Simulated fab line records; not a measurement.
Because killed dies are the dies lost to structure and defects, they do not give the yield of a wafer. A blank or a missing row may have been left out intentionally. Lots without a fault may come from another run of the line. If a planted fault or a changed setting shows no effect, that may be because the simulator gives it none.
One fault seen from 2 desks -- flow n5-finfet -- each desk has only its own numbers; what lay behind them comes last

DESK OF THE TOOL OWNER: rie-diel-05
The tool's own readings at N5_BEOL_M3_ETCH_74 (etches underlayer in N2/H2, target depth 6.5 nm, time 5.2 s): means of the sampled wafers that have a number, for each lot that ran on this tool. If a lot's mean is further than 4 standard deviations from the usual mean, the lot is out of limits and carries the mark OUT (the distance appears in the brackets).
Columns: A = bias-w at N5_BEOL_M3_ETCH_74, usual 150.0 W; B = drypump-motor-current-A at N5_BEOL_M3_ETCH_74, usual 5.64 A; C = etch-rf-on-time-s at N5_BEOL_M3_ETCH_74, usual 5.19 s; D = oes-product-au at N5_BEOL_M3_ETCH_74, usual 0.67 a.u.; E = rf-vpp-V at N5_BEOL_M3_ETCH_74, usual 524.8 V; F = showerhead-plenum-p-Torr at N5_BEOL_M3_ETCH_74, usual 2.57 Torr; G = throttle-valve-pct at N5_BEOL_M3_ETCH_74, usual 17.90 %
lot,first seen here,A,B,C,D,E,F,G
L816,day 9 06:45,149.9,5.54,5.17,0.66,524.4,2.54,17.98
L819,day 9 13:40,150.0,5.71,5.16,0.65,525.4,2.57,17.93
L822,day 9 21:05,149.9,5.63,5.10,0.69,524.5,2.60,17.87
L828,day 11 12:17,150.2,5.54,6.70 (+13) OUT,0.58,525.3,2.60,17.78
L830,day 12 04:12,149.8,5.70,7.02 (+15) OUT,0.52,524.0,2.54,17.92
Finding of this desk: L828, L830 out of limits; the first was L828 at day 11 12:17, on etch-rf-on-time-s at N5_BEOL_M3_ETCH_74. Within limits: L816, L819, L822.

FROM THE METROLOGY DESK
What the gauges read, lot by lot, whatever tool the lot ran on: means of the sampled wafers that have a number. If a lot's mean is further than 4 standard deviations from the usual mean, the lot is out of limits and carries the mark OUT (the distance appears in the brackets). 7 of its 10 readings are shown, namely those furthest out on some lot.
Columns: A = DIBL_N at N5_BEOL_M4_RC_MEAS_101, usual 35.8 mV/V; B = DIBL_P at N5_BEOL_M4_RC_MEAS_101, usual 35.9 mV/V; C = ION_N at N5_BEOL_M4_RC_MEAS_101, usual 672 uA/um; D = SS_N at N5_BEOL_M4_RC_MEAS_101, usual 71.5 mV/dec; E = SS_P at N5_BEOL_M4_RC_MEAS_101, usual 73.2 mV/dec; F = VT_N at N5_BEOL_M4_RC_MEAS_101, usual 250 mV; G = VT_P at N5_BEOL_M4_RC_MEAS_101, usual -250 mV
lot,first seen here,A,B,C,D,E,F,G
L812,day 8 10:56,37.2,36.5,677,71.7,73.5,248,-247
L816,day 10 03:01,37.1,38.5,677,71.0,73.7,252,-253
L819,day 10 14:59,36.0,36.3,681,71.1,73.4,248,-248
L822,day 10 20:46,35.6,36.4,672,71.5,74.2,250,-250
L821,day 11 00:23,36.2,34.9,676,71.5,73.2,250,-247
L828,day 12 07:54,34.6,36.8,684,71.4,72.8,247,-248
L827,day 12 20:54,35.3,36.8,688,71.3,73.5,246,-250
L830,day 13 01:29,34.1,34.9,667,71.4,73.0,251,-247
L832,day 13 15:20,35.8,35.5,682,71.5,72.8,249,-248
L833,day 14 09:00,35.3,35.3,670,71.6,73.1,254,-252
This desk's finding: nothing out of limits on any of the 10 lots.

ALL TOGETHER
The tool owner's desk had the chance to raise an alarm at day 11 12:17 on L828, L830.
From the metrology desk's view, nothing was out of limits.
The metrology desk holds a record of L828, L830, inside its limits.
N5_BEOL_M3_ETCH_74 was run on rie-diel-05 by each of the lots named.

WHAT THE SIMULATOR HAD INSERTED
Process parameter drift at N5_BEOL_M3_ETCH_74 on rie-diel-05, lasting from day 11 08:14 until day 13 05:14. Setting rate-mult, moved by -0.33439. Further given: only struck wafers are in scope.
Lots struck among those shown: L828, L830.
Time in hours from fault onset to the first out-of-limits reading at each desk: the tool owner's desk, 4.
